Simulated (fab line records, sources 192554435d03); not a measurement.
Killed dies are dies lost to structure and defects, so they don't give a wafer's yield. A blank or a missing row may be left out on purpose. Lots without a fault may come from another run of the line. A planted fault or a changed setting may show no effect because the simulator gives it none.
fab line records | flow n5_finfet | part 2 of 2: steps 24 to 29 of 29
record lots=5 wafers=15 last_day=17
route steps=1938 shown GATE_CUT@468
lots that met no fault: from a run of the same line without faults
start_h: hours from the record's first day to the start of the lot's first wafer shown | wait_h: hours since the lot's step before | " the same as in the row above | L1.1+2: a row that stands for several wafers | - no value, or no start given | * or withheld: withheld | < > ~ a bound
route shown NAME@n: a module of which the file shows steps, and the number in the route of the first | usual: mean/standard deviation of fault-free wafers | same: alike in all rows | chamber/n: place in a boat | sites: the reading at each site | _std_site: their standard deviation | _edge_site: outer sites' mean less inner sites' | radius_mm: how far each site lies from the wafer's centre | mask NAME#n: copy n | behind: the tool/chamber that last shaped the wafer | hold: why the lot was held/for how many hours/how that ended | device: the transistor (n, p or np) that didn't switch | end of line: the same wafers' tests at the end of the route | a step without rows: its recipe alone | killed: dies lost to structure and defects at the first sort, not the wafer's yield | map: a wafer's dies, x killed, . not, _ none there
set.NAME: the setting as run; set.NAME@STEP: as run at that earlier step | model.NAME: the simulator's own value behind a step, which no gauge read
lots at some steps of the route; a table a step, a row a wafer
services: from which hour (start_h, from the record's first day; less than 0 if before it) a tool's chamber was out of use, for how many hours, and why
## steps
# step N5_GATE_CUT_ETCH_36
# recipe chemistry=CF4 target=SiARC target_depth_a=130 mask_material=CAR-EUV time_s=21.7 ion_energy_ev=80 pressure_mtorr=40 source_w=545 bias_w=36 Ar_flow_sccm=100 cf4_flow_sccm=100 ends=cleared
# usual drypump_motor_current_A=5.83/0.26 etch_rf_on_time_s=21.5/0.38 oes_product_au=0.67/0.073 rf_vpp_V=184.4/1.2 showerhead_plenum_p_Torr=2.16/0.065 throttle_valve_pct=15.7/0.31
# columns lot.wafer tool chamber start_h wait_h drypump_motor_current_A etch_rf_on_time_s oes_product_au rf_hours_counter_h rf_vpp_V showerhead_plenum_p_Torr throttle_valve_pct
L077.2 rie_diel-04 2 105.30 0.0 5.81 20.9 0.82 9 184.3 2.10 14.9
L077.4 " 0 " " 5.84 21.0 0.68 - 183.4 2.23 15.9
L077.6 " 3 " " 5.46 21.1 0.64 - 181.9 2.13 15.8
L091.4 rie_diel-06 2 188.55 0.0 5.76 21.4 0.63 183 183.9 2.22 15.8
L091.5 " 1 " " 5.97 22.0 0.60 - 183.9 2.19 15.7
L091.6 " 0 " " 5.82 21.9 0.59 - 185.2 2.20 16.1
L093.3 rie_diel-04 3 200.29 0.0 5.46 21.5 0.61 217 183.9 2.12 15.9
L093.4 " 2 " " 5.85 21.1 0.77 34 181.4 2.09 15.0
L093.5 " 2 " " 5.81 21.2 0.77 - 182.3 2.09 15.0
L094.3 rie_diel-02 0 207.77 0.0 6.09 22.0 0.64 167 183.7 2.14 15.9
L094.4 " 3 " " 5.62 22.3 0.57 247 186.2 2.19 15.9
L094.5 " 2 " " 5.30 21.7 0.66 - 182.8 2.06 15.5
L096.1 rie_diel-04 3 219.56 0.0 5.46 21.7 0.62 223 183.6 2.12 15.9
L096.3 " 1 " " 6.25 21.1 0.78 30 184.9 2.27 15.6
L096.4 " 0 " " 5.83 21.5 0.65 162 186.1 2.22 16.0
# step N5_GATE_CUT_ETCH_37
# recipe chemistry=N2/H2 target=SOC target_depth_a=600 overetch_a=120 mask_material=SiARC temp_c=40 time_s=90 ion_energy_ev=200 pressure_mtorr=30 source_w=840 bias_w=150 n2_flow_sccm=200 h2_flow_sccm=200
# usual drypump_motor_current_A=5.84/0.26 oes_product_au=0.70/0.071 rf_vpp_V=524.6/2.4 showerhead_plenum_p_Torr=2.57/0.082 throttle_valve_pct=17.93/0.3
# columns lot.wafer tool chamber start_h wait_h drypump_motor_current_A oes_product_au rf_hours_counter_h rf_vpp_V showerhead_plenum_p_Torr throttle_valve_pct
L077.2 rie_diel-04 2 105.33 0.0 5.81 0.84 9 523.3 2.50 17.13
L077.4 " 0 " " 5.87 0.70 - 527.7 2.66 18.16
L077.6 " 3 " " 5.47 0.66 - 523.5 2.53 18.13
L091.4 rie_diel-06 2 188.58 0.0 5.75 0.65 183 526.4 2.64 18.00
L091.5 " 1 " " 5.96 0.63 - 525.8 2.61 17.85
L091.6 " 0 " " 5.85 0.61 - 527.1 2.61 18.11
L093.3 rie_diel-04 3 200.31 0.0 5.46 0.64 217 523.3 2.52 18.19
L093.4 " 2 " " 5.81 0.79 34 520.8 2.49 17.20
L093.5 " 2 " " 5.80 0.79 - 522.8 2.49 17.18
L094.3 rie_diel-02 0 207.80 0.0 6.11 0.68 167 522.7 2.53 18.08
L094.4 " 3 " " 5.58 0.61 247 525.9 2.60 18.06
L094.5 " 2 " " 5.35 0.68 - 520.6 2.45 17.72
L096.1 rie_diel-04 3 219.59 0.0 5.47 0.64 223 523.8 2.52 18.20
L096.3 " 1 " " 6.24 0.81 30 528.6 2.70 17.90
L096.4 " 0 " " 5.83 0.68 162 526.6 2.65 18.23
# step N5_GATE_CUT_STRIP_38
# recipe chemistry=N2/H2 temp_c=40 n2_flow_sccm=200 h2_flow_sccm=200 rf_frequency_hz=6e+07
# columns lot.wafer tool chamber start_h wait_h
L077.2+4+6 rie_diel-04 2,0,3 105.39 0.0
L091.4+5+6 rie_diel-06 2,1,0 188.64 0.0
L093.3+4+5 rie_diel-04 3,2,2 200.38 0.0
L094.3+4+5 rie_diel-02 0,3,2 207.86 0.0
L096.1+3+4 rie_diel-04 3,1,0 219.65 0.0
# step N5_GATE_CUT_STRIP_39
# recipe chemistry=N2/H2 temp_c=40 n2_flow_sccm=200 h2_flow_sccm=200 rf_frequency_hz=6e+07
# columns lot.wafer tool chamber start_h wait_h
L077.2+4+6 rie_diel-04 2,0,3 105.40 0.0
L091.4+5+6 rie_diel-06 2,1,0 188.65 0.0
L093.3+4+5 rie_diel-04 3,2,2 200.39 0.0
L094.3+4+5 rie_diel-02 0,3,2 207.87 0.0
L096.1+3+4 rie_diel-04 3,1,0 219.66 0.0
# step N5_GATE_CUT_HM_OPEN_40
# recipe chemistry=C4F6/O2 target=SiO2 mask_material=SiARC target_depth_a=1390 time_s=85.1 ion_energy_ev=250 pressure_mtorr=30 source_w=345 bias_w=185 Ar_flow_sccm=300 C4F6_flow_sccm=10 O2_flow_sccm=10 ends=cleared
# usual drypump_motor_current_A=5.84/0.26 etch_rf_on_time_s=93.0/1.9 oes_product_au=0.71/0.078 rf_vpp_V=668/5.4 showerhead_plenum_p_Torr=2.88/0.085 throttle_valve_pct=21.02/0.29
# columns lot.wafer tool chamber start_h wait_h drypump_motor_current_A etch_rf_on_time_s oes_product_au rf_hours_counter_h rf_vpp_V showerhead_plenum_p_Torr throttle_valve_pct
L077.2 rie_diel-04 2 105.41 0.0 5.83 91.2 0.87 9 670 2.79 20.24
L077.4 " 0 " " 5.84 92.7 0.72 - 666 2.95 21.19
L077.6 " 3 " " 5.44 93.2 0.68 - 661 2.83 21.13
L091.4 rie_diel-06 2 188.66 0.0 5.78 94.9 0.66 183 675 2.95 21.13
L091.5 " 1 " " 5.97 94.6 0.63 - 680 2.92 20.97
L091.6 " 0 " " 5.84 93.7 0.61 - 670 2.92 21.31
L093.3 rie_diel-04 3 200.40 0.0 5.48 94.0 0.65 217 660 2.82 21.19
L093.4 " 2 " " 5.82 93.4 0.81 35 671 2.78 20.28
L093.5 " 2 " " 5.81 93.1 0.80 - 671 2.78 20.27
L094.3 rie_diel-02 0 207.88 0.0 6.09 93.4 0.68 167 666 2.85 21.21
L094.4 " 3 " " 5.60 97.4 0.60 247 660 2.91 21.11
L094.5 " 2 " " 5.35 94.7 0.69 - 661 2.74 20.77
L096.1 rie_diel-04 3 219.67 0.0 5.45 89.8 0.65 223 660 2.82 21.19
L096.3 " 1 " " 6.25 91.4 0.84 30 668 3.02 21.04
L096.4 " 0 " " 5.85 92.6 0.69 162 665 2.94 21.24
# step N5_GATE_CUT_STRIP_41
# recipe chemistry=CF4 resist=SiARC power_w=300 bias_power_w=75 pressure_mtorr=50 cf4_flow_sccm=150 rf_frequency_hz=6e+07
# usual drypump_motor_current_A=5.83/0.26 oes_product_au=0.180/0.018 rf_vpp_V=271.5/1.3 showerhead_plenum_p_Torr=1.81/0.055 throttle_valve_pct=13.7/0.31
# columns lot.wafer tool chamber start_h wait_h drypump_motor_current_A oes_product_au rf_hours_counter_h rf_vpp_V showerhead_plenum_p_Torr throttle_valve_pct
L077.2 rie_diel-04 2 105.47 0.0 5.80 0.217 9 271.2 1.76 12.9
L077.4 " 0 " " 5.82 0.184 - 273.1 1.88 13.9
L077.6 " 3 " " 5.46 0.172 - 270.8 1.78 13.8
L091.4 rie_diel-06 2 188.72 0.0 5.76 0.166 183 272.4 1.86 13.8
L091.5 " 1 " " 5.96 0.168 - 271.8 1.84 13.7
L091.6 " 0 " " 5.85 0.157 - 272.8 1.84 14.1
L093.3 rie_diel-04 3 200.46 0.0 5.44 0.163 217 270.7 1.77 13.8
L093.4 " 2 " " 5.80 0.209 35 270.5 1.75 12.9
L093.5 " 2 " " 5.79 0.206 - 270.4 1.75 12.9
L094.3 rie_diel-02 0 207.94 0.0 6.08 0.181 167 270.8 1.79 13.8
L094.4 " 3 " " 5.59 0.148 247 271.3 1.84 13.9
L094.5 " 2 " " 5.31 0.182 - 268.3 1.73 13.4
L096.1 rie_diel-04 3 219.73 0.0 5.46 0.164 223 270.9 1.77 13.8
L096.3 " 1 " " 6.22 0.205 30 273.9 1.89 13.5
L096.4 " 0 " " 5.82 0.177 162 272.0 1.87 14.0
## services
# columns tool chamber start_h hours kind
pecvd-04 1 79.71 6.9 repair
euv_scanner-02 - 79.86 1.0 pm
rie_diel-04 2 86.03 7.0 repair
euv_scanner-02 - 87.59 1.5 repair
rie_metal-02 - 87.75 2.8 pm
wet_bench-05 - 87.97 38.9 repair
pecvd-02 0 91.04 3.6 repair
euv_scanner-02 - 91.69 0.6 repair
euv_scanner-02 - 92.51 1.2 repair
cmp-02 - 93.69 1.8 repair
pecvd-03 - 114.44 4.8 repair
euv_scanner-02 - 118.46 1.0 pm
pecvd-03 - 123.28 1.4 repair
rie_diel-06 1 133.57 9.6 repair
rie_diel-04 3 137.47 4.1 repair
pecvd-04 - 143.93 0.3 repair
rie_diel-04 2 146.42 8.2 repair
pecvd-04 2 148.56 7.2 repair
cmp-03 - 149.25 0.3 repair
cmp-03 - 164.14 0.4 repair
rie_diel-04 - 173.81 2.7 repair
euv_scanner-02 - 174.61 1.0 pm
pecvd-03 0 176.21 9.7 repair
euv_scanner-02 - 207.66 1.8 repair
